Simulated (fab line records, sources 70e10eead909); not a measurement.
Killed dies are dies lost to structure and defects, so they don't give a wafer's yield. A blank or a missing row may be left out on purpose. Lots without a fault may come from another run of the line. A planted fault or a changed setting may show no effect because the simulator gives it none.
Which tool did it? | flow nand_harc | 13 lots, 39 wafers sampled, at 5 steps of a route of 1302

WHAT THE GAUGES READ, wafer by wafer
NHARC_HYBRID_BOND_OVL_MEAS_05. Usual: overlay_x_nm -2 nm, standard deviation 32; overlay_y_nm 0 nm, standard deviation 33.
lot  | measured     | on         | overlay_x_nm (nm) | overlay_y_nm (nm) | flag
L571 | day 24 00:49 | overlay-02 | -34 26 1          | -45 57 28         |
L572 | day 24 00:49 | overlay-01 | 30 1 -8           | -72 80 9          |
L573 | day 24 23:01 | overlay-02 | -53 -20 50        | -3 -13 -69        |
L574 | day 24 15:13 | overlay-01 | 21 -14 18         | -54 -6 11         |
L575 | day 24 23:01 | overlay-01 | -9 -33 24         | 29 -11 43         |
L576 | day 25 16:24 | overlay-02 | -29 -8 -11        | -37 0 -99         |
L577 | day 25 12:03 | overlay-02 | 16 -59 -22        | 35 31 28          |
L579 | day 26 18:41 | overlay-01 | 7 73 27           | 13 60 44          |
L578 | day 27 03:40 | overlay-01 | 33 37 18          | 59 56 -4          |
L580 | day 27 16:11 | overlay-01 | 13 -79 15         | -38 -37 -2        |
L582 | day 28 22:23 | overlay-02 | -6 -32 14         | -6 49 30          |
L583 | day 28 22:23 | overlay-01 | -11 -22 -48       | -3 -13 -21        |
L589 | day 31 18:22 | overlay-02 | -10 -12 -58       | 3 -40 -17         |

NHARC_END_SORT_01. Usual: killed_at_array 52, standard deviation 18; killed_at_other 0.6, standard deviation 0.83; killed_at_periphery 4.3, standard deviation 2.8; killed_dies 57, standard deviation 19; killed_open 3.4, standard deviation 2; killed_short 2.5, standard deviation 1.7.
lot  | measured     | on        | killed_at_array | killed_at_other | killed_at_periphery | killed_dies | killed_open | killed_short | flag
L589 | day 33 05:52 | prober-01 | 100 107 108     | 1 2 0           | 4 4 1               | 105 113 109 | 1 6 3       | 4 0 2        |

WHICH TOOL RAN EACH LOT (tool, then ch and the chambers of the sampled wafers, then the start)
lot  | NHARC_A_STAIRCASE_HM_DEP_456  | NHARC_A_BONDPAD_PRE_CLEAN_26            | NHARC_THIN_TSV_STRIP_62
L571 | acl_dep-03 ch 0, day 16 14:13 | pvd_sputter-01, day 24 00:49 or earlier | plasma_asher-01 ch 0,1, day 24 06:12
L572 | acl_dep-03 ch 0, day 16 17:57 | pvd_sputter-01, day 23 13:34            | plasma_asher-01 ch 0,1, day 24 07:24
L573 | acl_dep-02 ch 0, day 17 11:41 | pvd_sputter-02, day 24 23:01 or earlier | plasma_asher-02 ch 0,1, day 25 04:23
L574 | acl_dep-02 ch 0, day 17 16:05 | pvd_sputter-01, day 24 15:13 or earlier | plasma_asher-02 ch 0,1, day 24 20:25
L575 | acl_dep-03 ch 0, day 17 16:53 | pvd_sputter-02, day 24 23:01 or earlier | plasma_asher-02 ch 0,1, day 25 05:32
L576 | acl_dep-01 ch 0, day 18 12:08 | pvd_sputter-02, day 25 16:24 or earlier | plasma_asher-01 ch 0,1, day 25 21:52
L577 | acl_dep-01 ch 0, day 18 13:39 | pvd_sputter-01, day 25 12:03 or earlier | plasma_asher-01 ch 0,1, day 25 17:23
L579 | acl_dep-03 ch 0, day 19 16:27 | pvd_sputter-02, day 26 18:41 or earlier | plasma_asher-02 ch 0,1, day 27 00:04
L578 | acl_dep-02 ch 0, day 19 20:01 | pvd_sputter-01, day 27 03:40 or earlier | plasma_asher-02 ch 0,1, day 27 09:03
L580 | acl_dep-01 ch 0, day 20 13:27 | pvd_sputter-03, day 27 16:11 or earlier | plasma_asher-01 ch 0,1, day 27 22:09
L582 | acl_dep-03 ch 0, day 21 13:05 | pvd_sputter-02, day 28 22:23 or earlier | plasma_asher-01 ch 0,1, day 29 03:45
L583 | acl_dep-01 ch 0, day 21 14:34 | pvd_sputter-01, day 28 22:23 or earlier | plasma_asher-01 ch 0,1, day 29 04:59
L589 | acl_dep-03 ch 0, day 24 12:35 | pvd_sputter-01, day 31 18:22 or earlier | plasma_asher-01 ch 0,1, day 32 06:20
- NHARC_A_STAIRCASE_HM_DEP_456: deposits aC, target thk 3100 nm.
- NHARC_A_BONDPAD_PRE_CLEAN_26: time 30 s.
- NHARC_THIN_TSV_STRIP_62: strips in N2/H2, time 20 s.

WHAT THE TOOLS THEMSELVES READ (means of the sampled wafers that have a number; where no wafer has one, the mark that the record gives instead)
NHARC_A_STAIRCASE_HM_DEP_456. Usual: throttle_valve_pct 34.999 %, standard deviation 0.0089.
lot  | tool       | throttle_valve_pct (%) | flag
L571 | acl_dep-03 | 34.999                 |
L572 | acl_dep-03 | 35.001                 |
L573 | acl_dep-02 | 34.998                 |
L574 | acl_dep-02 | 35.004                 |
L575 | acl_dep-03 | 34.999                 |
L576 | acl_dep-01 | 35.004                 |
L577 | acl_dep-01 | 34.991                 |
L579 | acl_dep-03 | 35.008                 |
L578 | acl_dep-02 | 35.005                 |
L580 | acl_dep-01 | 34.989                 |
L582 | acl_dep-03 | 35.003                 |
L583 | acl_dep-01 | 34.994                 |
L589 | acl_dep-03 | 35.006                 |

NHARC_A_BONDPAD_PRE_CLEAN_26. Usual: heater_power_w 407 W, standard deviation 42.
lot  | tool           | heater_power_w (W) | flag
L571 | pvd_sputter-01 | 416                |
L572 | pvd_sputter-01 | 442                |
L573 | pvd_sputter-02 | 377                |
L574 | pvd_sputter-01 | 463                |
L575 | pvd_sputter-02 | 389                |
L576 | pvd_sputter-02 | 382                |
L577 | pvd_sputter-01 | 441                |
L579 | pvd_sputter-02 | 392                |
L578 | pvd_sputter-01 | 417                |
L580 | pvd_sputter-03 | 391                |
L582 | pvd_sputter-02 | 380                |
L583 | pvd_sputter-01 | 449                |
L589 | pvd_sputter-01 | 423                |

NHARC_THIN_TSV_STRIP_62. Usual: drypump_motor_current_A 5.87 A, standard deviation 0.12; heater_power_w 298 W, standard deviation 37.
lot  | tool            | drypump_motor_current_A (A) | heater_power_w (W) | flag
L571 | plasma_asher-01 | 5.84                        | 276                |
L572 | plasma_asher-01 | 5.76                        | 303                |
L573 | plasma_asher-02 | 5.96                        | 316                |
L574 | plasma_asher-02 | 5.97                        | 316                |
L575 | plasma_asher-02 | 5.96                        | 318                |
L576 | plasma_asher-01 | 5.85                        | 280                |
L577 | plasma_asher-01 | 5.84                        | 276                |
L579 | plasma_asher-02 | 5.92                        | 307                |
L578 | plasma_asher-02 | 5.92                        | 301                |
L580 | plasma_asher-01 | 5.86                        | 281                |
L582 | plasma_asher-01 | 5.77                        | 301                |
L583 | plasma_asher-01 | 5.85                        | 275                |
L589 | plasma_asher-01 | 5.79                        | 293                |

THE ANSWER, worked out from the rows above alone
Rule: a lot is off if the mean of its wafers that have a number lies more than 3 standard deviations from the usual mean. A lot without any number at a reading at which 4 lots or more have one is off too. The other lots that the step has rows for count as sound. The gauges are gone through in route order, then the tools' own readings, and for those a lot's mean is taken as printed above. The first step at which some lot is off is used, and at that step the reading that is off furthest; a lot without a number counts as furthest.
No lot is off at any reading shown: from this, nothing can be told.

WHAT THE SIMULATOR HAD PUT IN
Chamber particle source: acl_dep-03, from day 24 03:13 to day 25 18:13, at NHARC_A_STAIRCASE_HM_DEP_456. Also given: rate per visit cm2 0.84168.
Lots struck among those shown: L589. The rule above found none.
